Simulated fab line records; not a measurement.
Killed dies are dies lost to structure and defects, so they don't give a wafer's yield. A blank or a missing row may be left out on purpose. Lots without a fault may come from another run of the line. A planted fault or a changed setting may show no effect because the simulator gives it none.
fab line records -- flow nandHarc
[record] lots = 4, wafers = 12, lastDay = 32
route steps=1302 shown A_ONON_D2@547 A_CHANNEL_HOLE_D2@570 END@1302
lots that met no fault: from a run of the same line without faults
startH: hours from the record's opening day to when the first of the lot's shown wafers began -- waitH: hours elapsed since this lot's preceding step -- " repeats the value in the row above -- L1.1+2: several wafers, shown together as one row -- - no value, or no start was given -- * or withheld: withheld -- < > ~ a bound
route shown NAME@n: names a module that has steps shown in the file, with the first one's number in the route -- usual: mean/standard deviation of fault-free wafers -- same: alike in all rows -- chamber/n: place in a boat -- sites: readings site by site -- _std_site: their standard deviation -- _edge_site: the outer-site mean with the inner-site mean subtracted -- radiusMm: how far each site lies from the wafer's centre -- mask NAME#n: copy n -- behind: the last tool/chamber to shape the wafer -- hold: what put the lot on hold/how long, in hours/how the hold closed -- device: the transistor (n, p or np) that didn't switch -- end of line: at the end of the route, the tests of the same wafers -- a step without rows: its recipe alone -- killed: count of dies lost to structure and defects at first sort (not the wafer's yield) -- map: the dies of a wafer, with x for killed, . for not killed, _ for no die there
set.NAME: the run value of the setting; set.NAME@STEP: its run value at that earlier step -- model.NAME: the simulator's own value behind a step, which no gauge read
lots seen at some steps along the route; tables by step, rows by wafer
services: the hour from which a tool's chamber was out of use, counted from the record's first day as startH (under 0 if before that day), plus the number of hours and why
[[steps]]
[step NHARC_A_ONON_D2_DEP_03]
[recipe] targetThkA = 10000, n2FlowSccm = 2750, n2oFlowSccm = 2000, nh3FlowSccm = 500, sih4FlowSccm = 210, tempC = 400
[step NHARC_A_ONON_D2_DEP_06]
[recipe] targetThkA = 10000, n2FlowSccm = 2750, n2oFlowSccm = 2000, nh3FlowSccm = 500, sih4FlowSccm = 210, tempC = 400
[step NHARC_A_ONON_D2_DEP_09]
[recipe] targetThkA = 10000, n2FlowSccm = 2750, n2oFlowSccm = 2000, nh3FlowSccm = 500, sih4FlowSccm = 210, tempC = 400
[step NHARC_A_ONON_D2_DEP_12]
[recipe] targetThkA = 10000, n2FlowSccm = 2750, n2oFlowSccm = 2000, nh3FlowSccm = 500, sih4FlowSccm = 210, tempC = 400
[step NHARC_A_ONON_D2_ANNEAL_15]
[recipe] tempC = 750, timeS = 3600
[step NHARC_A_ONON_D2_DEP_16]
[recipe] targetThkA = 10000, n2FlowSccm = 2750, n2oFlowSccm = 2000, nh3FlowSccm = 500, sih4FlowSccm = 210, tempC = 400
[step NHARC_A_ONON_D2_DEP_19]
[recipe] targetThkA = 10000, n2FlowSccm = 2750, n2oFlowSccm = 2000, nh3FlowSccm = 500, sih4FlowSccm = 210, tempC = 400
lot.wafer,tool,chamber,startH,waitH
L666.3+5+6,pecvdOnon-02,0,315.39,0.2
L678.1+4+6,pecvdOnon-02,0,425.74,0.1
L680.1+4+6,pecvdOnon-02,0,449.38,0.1
L683.2+5+6,pecvdOnon-04,0,472.52,0.1
[step NHARC_A_ONON_D2_DEP_22]
[recipe] targetThkA = 10000, n2FlowSccm = 2750, n2oFlowSccm = 2000, nh3FlowSccm = 500, sih4FlowSccm = 210, tempC = 400
[step NHARC_A_ONON_D2_DEP_25]
[recipe] targetThkA = 10000, n2FlowSccm = 2750, n2oFlowSccm = 2000, nh3FlowSccm = 500, sih4FlowSccm = 210, tempC = 400
[step NHARC_A_ONON_D2_DEP_28]
[recipe] targetThkA = 10000, n2FlowSccm = 2750, n2oFlowSccm = 2000, nh3FlowSccm = 500, sih4FlowSccm = 210, tempC = 400
[step NHARC_A_ONON_D2_DEP_33]
[recipe] targetThkA = 2000, tempC = 400, pressureTorr = 6.5, rfW = 900, teosFlowSccm = 161.4, flowSccm = 2650, targetThkNm = 200, gas = O2, material = SiO2
[step NHARC_A_CHANNEL_HOLE_D2_DEP_00]
[recipe] targetThkA = 31000, tempC = 400, material = aC
[step NHARC_A_CHANNEL_HOLE_D2_DEP_01]
[recipe] targetThkA = 1400, targetThkNm = 140, tempC = 400, pressureTorr = 3.5, flowSccm = 200, rfW = 350, material = SiON
[step NHARC_A_CHANNEL_HOLE_D2_DEHYDRATE_02]
[recipe] tempC = 150, timeS = 120
[step NHARC_A_CHANNEL_HOLE_D2_HMDS_03]
[recipe] timeS = 30
[step NHARC_A_CHANNEL_HOLE_D2_COAT_36]
[recipe] tempC = 260, timeS = 75
[step NHARC_A_CHANNEL_HOLE_D2_COAT_37]
[recipe] tempC = 225, timeS = 65
[step NHARC_A_CHANNEL_HOLE_D2_COAT_04]
[recipe] spinRpm = 1500, resistThkNm = 90
[step NHARC_A_CHANNEL_HOLE_D2_SOFTBAKE_05]
[recipe] tempC = 105, timeS = 55
[step NHARC_A_CHANNEL_HOLE_D2_EBR_06]
[step NHARC_A_CHANNEL_HOLE_D2_EXPOSE_07]
[recipe] na = 1.35, targetCdNm = 100, sigmaOuter = 0.3, doseMj = 59.65, maskId = HOLE_D2
[step NHARC_A_CHANNEL_HOLE_D2_PEB_08]
[recipe] pebTempC = 100, pebTimeS = 65
[step NHARC_A_CHANNEL_HOLE_D2_DEVELOP_09]
[recipe] developTimeS = 35, devTempC = 23
[step NHARC_A_CHANNEL_HOLE_D2_DESCUM_15]
[recipe] timeS = 3, o2FlowSccm = 200, arFlowSccm = 0, biasPowerW = 0, chemistry = O2
[step NHARC_A_CHANNEL_HOLE_D2_ETCH_38]
[recipe] targetDepthA = 390, overEtchFrac = 0.3, timeS = 65, ionEnergyEv = 80, cf4FlowSccm = 150, arFlowSccm = 0, rfW = 300, biasW = 100, chemistry = CF4
[step NHARC_A_CHANNEL_HOLE_D2_ETCH_39]
[recipe] targetDepthA = 2600, overEtchFrac = 0.3, timeS = 325, ionEnergyEv = 200, n2FlowSccm = 150, h2FlowSccm = 150, arFlowSccm = 0, rfW = 400, biasW = 150, chemistry = N2/H2
[step NHARC_END_SORT_01]
[recipe] tempC = 25
[usual] killedAtArray = 60/21, killedAtOther = 1.0/1.2, killedAtPeriphery = 4.2/2.8, killedDies = 65/20, killedOpen = 3.1/1.8, killedShort = 2.6/1.6
[same] grossDies = 677
lot.wafer,tool,chamber,startH,waitH,killedAtArray,killedAtOther,killedAtPeriphery,killedDies,killedOpen,killedShort
L678.1,prober-02,0,685.56,2.5,127,1,1,129,2,4
L678.4,prober-02,0,687.97,3.4,110,1,2,113,0,1
L678.6,prober-02,0,689.58,4.0,112,1,3,116,2,3
L680.1,prober-01,0,722.50,2.5,156,2,1,159,1,3
L680.4,prober-01,0,724.89,3.4,120,1,3,124,3,0
L680.6,prober-01,0,726.49,4.0,149,0,4,153,1,2
// killed by level:class
L678.1 A_ONON_D2:unspecified=83 A_CHANNEL_HOLE_D1:chamberFilmFlake=14 A_CHANNEL_HOLE_D2:chamberFilmFlake=11 A_SLIT:chamberFilmFlake=3 A_ONON_D2:geometricParticle:short=2 A_STAIRCASE:chamberFilmFlake=2 A_CHANNEL_FILL_D1:chamberFilmFlake=2 A_CONTACT:chamberFilmFlake=2
L678.4 A_ONON_D2:unspecified=76 A_CHANNEL_HOLE_D2:chamberFilmFlake=19 A_CHANNEL_HOLE_D1:chamberFilmFlake=5 A_SLIT:chamberFilmFlake=4 A_CHANNEL_FILL_D1:chamberFilmFlake=2 A_WL_FILL:chamberFilmFlake=2 A_CHANNEL_FILL_D1:geometricParticle:short=1 P_ZERO_WELL:chamberFilmFlake=1
L678.6 A_ONON_D2:unspecified=81 A_CHANNEL_HOLE_D2:chamberFilmFlake=13 A_CHANNEL_HOLE_D1:chamberFilmFlake=9 A_SLIT:chamberFilmFlake=2 P_CONTACT:geometricParticle:short=1 P_CONTACT:geometricParticle:open=1 A_WL_FILL:geometricParticle:short=1 A_BLC:geometricParticle:open=1
L680.1 A_ONON_D2:unspecified=81 A_SLIT:chamberFilmFlake=31 A_CHANNEL_HOLE_D1:chamberFilmFlake=30 A_STAIRCASE:chamberFilmFlake=5 A_CHANNEL_FILL_D1:chamberFilmFlake=3 A_SOURCE_PLATE:geometricParticle:short=1 A_ONON_D2:geometricParticle:short=1 A_M0:geometricParticle:short=1
L680.4 A_ONON_D2:unspecified=68 A_CHANNEL_HOLE_D1:chamberFilmFlake=22 A_SLIT:chamberFilmFlake=17 A_STAIRCASE:chamberFilmFlake=5 P_GATE:chamberFilmFlake=2 A_CHANNEL_FILL_D1:chamberFilmFlake=2 P_GATE:geometricParticle:open=1 A_BLC:geometricParticle:open=1
L680.6 A_ONON_D2:unspecified=77 A_SLIT:chamberFilmFlake=32 A_CHANNEL_HOLE_D1:chamberFilmFlake=27 A_STAIRCASE:chamberFilmFlake=7 P_GATE:chamberFilmFlake=2 P_M1:geometricParticle:short=1 A_ONON_D1:geometricParticle:open=1 A_SGD_CUT:geometricParticle:short=1
// map L678.1 (x killed, . not)
____________.____________
_________.....x._________
_______.......xxxx_______
______.........xx.x______
_____......x....xx.._____
____.....x.xx.x.....x____
____.......x......x..____
___......x..xxxxxx.xx.___
___........x..x..xxxx.___
__.............xx.xxxxx__
__.........x...x.xxxxxx__
_.............x.xxxxxxx._
_...............xxxxxxxx_
_............x.xxxxxxxx._
_.............xxxxxxxxx._
_..............xxxxxxxxx_
................xxxxxxxx.
................xxxxxxx..
................xxxxxx...
...............x...xx....
............x..x....x....
_.........xx............_
_......................._
_......................x_
_..........x..........x._
_...........x......x...._
__.....................__
__...x.................__
___.................x.___
___..x................___
____.................____
____.................____
_____..............._____
______.............______
_______..........._______
_________...x..._________
____________.____________
// map L680.1 (x killed, . not)
____________.____________
_________.....x._________
_______...x......._______
______.............______
_____........x......_____
____.x..xx.xx........____
____.xx.x..xx........____
___..x.xx.x.xx.x..x.x.___
___.x.xx.x.xxxxx.xx.xx___
__...xxxxxxxxxx.x.x.x.x__
__...xxxxxxxxx.xxxxxxx.__
_...x.xxxx.xxxx.xxxxxxx._
_.....xx....x.x.xxxxxxx._
_......x..x....xxxxxxxxx_
_..............xxxxxxxxx_
_.......x.......xxxxxxxx_
.......x........xxxxxx.x.
................xxxxxxx..
......x...x...x..x.xxxx..
.....x.......x.x.xxx.....
..............x.x...x....
_......................._
_......................._
_......................._
_......................._
_......................x_
__.....................__
__.................x...__
___.........x.......xx___
___...................___
____.................____
____.......x.........____
_____..............._____
______.............______
_______..........._______
_________......._________
____________.____________
[[services]]
tool,chamber,startH,hours,kind
pecvdOnon-04,-,311.16,13.0,pm
pecvdOnon-02,-,366.29,13.0,pm
[[key]]
[firstSign] step = NHARC_END_SORT_01, reading = killedDies, direction = up, sigmas = 3.3, usual = 65, struck = 132
[effect] step = NHARC_END_SORT_01, reading = killedAtArray, direction = up, sigmas = 3.3, usual = 60, struck = 129
[moreKillsBornAt] NHARC_A_ONON_D2_DEP_19@pecvdOnon-02 = 465
metAt NHARC_A_ONON_D2_DEP_19
struckWafers L678.1,L678.4,L678.6,L680.1,L680.4,L680.6
testerLeftOut L678,L680
onsetBetween 315.39 425.74
[fault] kind = chamberParticleSource, tool = pecvdOnon-02, chamber = -, onsetH = 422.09, steps = NHARC_A_ONON_D2_DEP_19, ratePerVisitCm2 = 0.71, endH = 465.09
// testerLeftOut: of these lots the tester's yield and bins aren't shown, on N5 and GAA mostly nor the transistor test; their killed dies are dies lost to structure and defects alone, not to doping, threshold or leakage, so they don't give the yield
